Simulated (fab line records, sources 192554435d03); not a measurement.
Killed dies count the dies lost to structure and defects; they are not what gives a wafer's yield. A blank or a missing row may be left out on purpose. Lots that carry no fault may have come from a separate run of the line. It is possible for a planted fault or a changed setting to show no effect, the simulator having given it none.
Lot-split experiment + flow n5_finfet + 21 wafers read from 7 lots, route of 1938 steps

== THE SPLIT ITSELF ==
At N5_BEOL_M4_TRENCH_ETCH_37 (etches SiOC in C4F6/O2, target depth 55.555 nm, time 29.2 s), the setting time_s was moved away from the recipe's 29.2 s on 6 of the 21 wafers read, by -9.8% to +19.0%. The other wafers ran this setting at the recipe's value.

== FROM THE SPLIT TO THE READING: what the file shows between them, 13 steps ==
- N5_BEOL_M4_ETCH_41: etches SiCN in CH3F/O2, target depth 29.9 nm, time 52.5 s
- N5_BEOL_M4_STRIP_97: strips in N2/H2, time 10 s
- N5_BEOL_M4_OCD_MEAS_38
- N5_BEOL_M4_HM_STRIP_39: strips TiN in peroxide tin strip, target depth 25 nm, time 158 s
- N5_BEOL_M4_SRD_40: time 30 s
- N5_BEOL_M4_ECD_50: material Cu, target thk 300 nm
- N5_BEOL_M4_ANNEAL_51: time 90 s
- N5_BEOL_M4_CMP_52: polishes, stops on SiOC, t overpolish 6.8 s, target thk 40 nm
- N5_BEOL_M4_THK_MEAS_53: measures by xrf
- N5_BEOL_M4_PRE_CLEAN_60: time 15 s
- N5_BEOL_M4_CO_CAP_55: material Co, precursor CCTBA/H2, target thk 2 nm, time 102.1 s
- N5_BEOL_M4_PRE_CLEAN_56: time 15 s
- N5_BEOL_M4_DEP_57: deposits SiCN from 3MS/NH3, target thk 8 nm, time 14 s

== THE READING ==
Measured at N5_BEOL_M4_RS_MEAS_58 by four-point probe: M4_RS, in ohm/sq. A value of 0.678 ohm/sq with a standard deviation of 0.028 ohm/sq is what fault-free wafers of this fab line usually give.

| wafer  | tool, chamber at the split | time_s as run, s | against the recipe | M4_RS, ohm/sq | against lot-mates on the recipe |
|--------|----------------------------|------------------|--------------------|---------------|---------------------------------|
| L074.1 | rie_diel-05, 3             | 29.2             | recipe             | 0.644         | -                               |
| L074.2 | rie_diel-05, 0             | 34.74            | +19.0%             | 0.478         | -0.167                          |
| L074.4 | rie_diel-05, 1             | 29.2             | recipe             | 0.645         | -                               |
| L076.1 | rie_diel-04, 1             | 29.2             | recipe             | 0.685         | -                               |
| L076.3 | rie_diel-04, 3             | 26.34            | -9.8%              | 0.874         | +0.189                          |
| L076.4 | rie_diel-04, 2             | 26.34            | -9.8%              | 0.806         | +0.121                          |
| L078.2 | rie_diel-05, 3             | 29.2             | recipe             | 0.682         | -                               |
| L078.3 | rie_diel-05, 1             | 29.2             | recipe             | 0.683         | -                               |
| L078.4 | rie_diel-05, 0             | 29.2             | recipe             | 0.662         | -                               |
| L082.3 | rie_diel-05, 3             | 29.2             | recipe             | 0.636         | -                               |
| L082.5 | rie_diel-05, 2             | 29.2             | recipe             | 0.622         | -                               |
| L082.6 | rie_diel-05, 3             | 29.2             | recipe             | 0.669         | -                               |
| L090.1 | rie_diel-02, 1             | 29.2             | recipe             | 0.698         | -                               |
| L090.4 | rie_diel-02, 2             | 29.2             | recipe             | 0.664         | -                               |
| L090.6 | rie_diel-02, 2             | 29.2             | recipe             | 0.665         | -                               |
| L089.1 | rie_diel-02, 2             | 29.2             | recipe             | 0.708         | -                               |
| L089.2 | rie_diel-02, 1             | 29.2             | recipe             | 0.720         | -                               |
| L089.5 | rie_diel-02, 2             | 29.2             | recipe             | 0.701         | -                               |
| L094.2 | rie_diel-05, 0             | 31.59            | +8.2%              | 0.573         | no lot-mate on the recipe       |
| L094.4 | rie_diel-05, 1             | 31.59            | +8.2%              | 0.604         | no lot-mate on the recipe       |
| L094.5 | rie_diel-05, 0             | 31.59            | +8.2%              | 0.550         | no lot-mate on the recipe       |

THE FIT
A straight line over all 21 wafers: M4_RS changes by -0.0126 ohm/sq for each +1% of time_s; r = -0.92; the points scatter about the line by 0.032 ohm/sq.
The same after taking each lot's own level away (the mean of its wafers on the recipe; 18 wafers): -0.0112 ohm/sq for each +1%; r = -0.94; scatter 0.025 ohm/sq.
The reading moves by 0.21 ohm/sq for the largest change in time_s, on that fit.
The span of the lots' own levels, 0.6423 to 0.7097 ohm/sq, comes to 2.4 times the standard deviation stated above.
So the slope is not independent of the lot-to-lot level: the two fits are not the same.
Check: for one of the wafers moved furthest among these (+19.0%), held out of the fit, the line's prediction against its lot-mates is -0.3 ohm/sq. Against them it came out at -0.167 ohm/sq.

== OTHER SPLITS APPLIED TO THESE WAFERS ==
These wafers also went through other splits before the reading. Each is held against what the fit with the lots' levels taken away leaves over:
| other split on the same wafers | wafers away from the commonest value | r with M4_RS (lot level and that fit taken away) |
|--------------------------------|--------------------------------------|--------------------------------------------------|
| N5_BEOL_M3_EXPOSE_08 dose_mj   | 6                                    | +0.12                                            |
| N5_BEOL_M4_ETCH_70 source_w    | 5                                    | +0.07                                            |

== THE WHOLE CHAIN: every reading that the file lists as answering this split, in the file's order ==
| step                      | what it does                                                  | reading                                                                      | change (the file's fit)               | r (the file's) |
|---------------------------|---------------------------------------------------------------|------------------------------------------------------------------------------|---------------------------------------|----------------|
| N5_BEOL_M4_TRENCH_ETCH_37 | etches SiOC in C4F6/O2, target depth 55.555 nm, time 29.2 s   | etch.depth_nm (the simulator's own value, which no gauge read)               | +0.589 nm for each +1% of the setting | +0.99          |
| N5_BEOL_M4_TRENCH_ETCH_37 | etches SiOC in C4F6/O2, target depth 55.555 nm, time 29.2 s   | BEOL_M4.feature_depth_nm (the simulator's own value, which no gauge read)    | +0.588 nm for each +1% of the setting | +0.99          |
| N5_BEOL_M4_OCD_MEAS_38    |                                                               | trench_depth_nm                                                              | +0.563 nm for each +1% of the setting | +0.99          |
| N5_BEOL_M4_CMP_52         | polishes, stops on SiOC, t overpolish 6.8 s, target thk 40 nm | Cu_of_BEOL_M4_ECD_50.thk_nm (the simulator's own value, which no gauge read) | +0.578 nm for each +1% of the setting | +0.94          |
| N5_BEOL_M4_THK_MEAS_53    | measures by xrf                                               | M4_THK                                                                       | +0.566 for each +1% of the setting    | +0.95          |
| N5_BEOL_M4_RS_MEAS_58     | measures by four-point-probe                                  | M4_RS                                                                        | -0.0103 for each +1% of the setting   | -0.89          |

== FILE'S OWN FIT ==
M4_RS changes by -0.0103 ohm/sq for each +1% of time_s, r = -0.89.
